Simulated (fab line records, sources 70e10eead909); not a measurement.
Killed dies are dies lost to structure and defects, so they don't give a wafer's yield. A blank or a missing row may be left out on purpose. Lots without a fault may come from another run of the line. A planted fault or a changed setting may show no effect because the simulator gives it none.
Chamber matching | flow nand_harc | NHARC_A_CONTACT_ETCH_110 on rie_diel-02: 4 sister chambers
The step etches the open film in CF4/O2, target depth 50 nm, overetch 5 nm, time 27.5 s. 4 wafers are shown with their chamber, then 8 later ones without.

WAFERS WITH THEIR CHAMBER
wafer  | chamber | drypump_motor_current_A (A)
L074.3 | 1       | 6.0
L091.1 | 0       | 6.4
L091.6 | 3       | 5.9
L090.2 | 2       | 5.4

WAFERS WITHOUT THEIR CHAMBER
wafer  | drypump_motor_current_A (A)
L090.4 | 5.9
L090.6 | 6.0
L095.1 | 6.4
L095.4 | 5.8
L095.6 | 5.8
L094.2 | 6.4
L094.4 | 5.9
L094.6 | 5.4

WHICH CHAMBER EACH WENT THROUGH
wafer  | from the rows above     | in truth
L090.4 | can't be placed: 3 or 1 | 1
L090.6 | can't be placed: 1 or 3 | 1
L095.1 | 0                       | 0
L095.4 | can't be placed: 3 or 1 | 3
L095.6 | can't be placed: 3 or 1 | 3
L094.2 | 0                       | 0
L094.4 | can't be placed: 3 or 1 | 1
L094.6 | 2                       | 2
Placed correctly: 3 of 8. Can't be placed from these rows: 5 (the true chamber is among the candidates in 5). Placed wrongly: 0.
How it was worked out, from the rows above alone: a wafer's distance from a chamber is the root of the sum, over the readings, of the square of ((its reading less the chamber's mean) divided by the reading's scatter). The wafer belongs to the nearest chamber; if the next one is less than 2 further off, it can't be placed. A chamber's mean is the mean of its shown wafers. The scatter: with one shown wafer a chamber, the root of the mean of the squares of how far each hidden wafer lies from its nearest shown one.
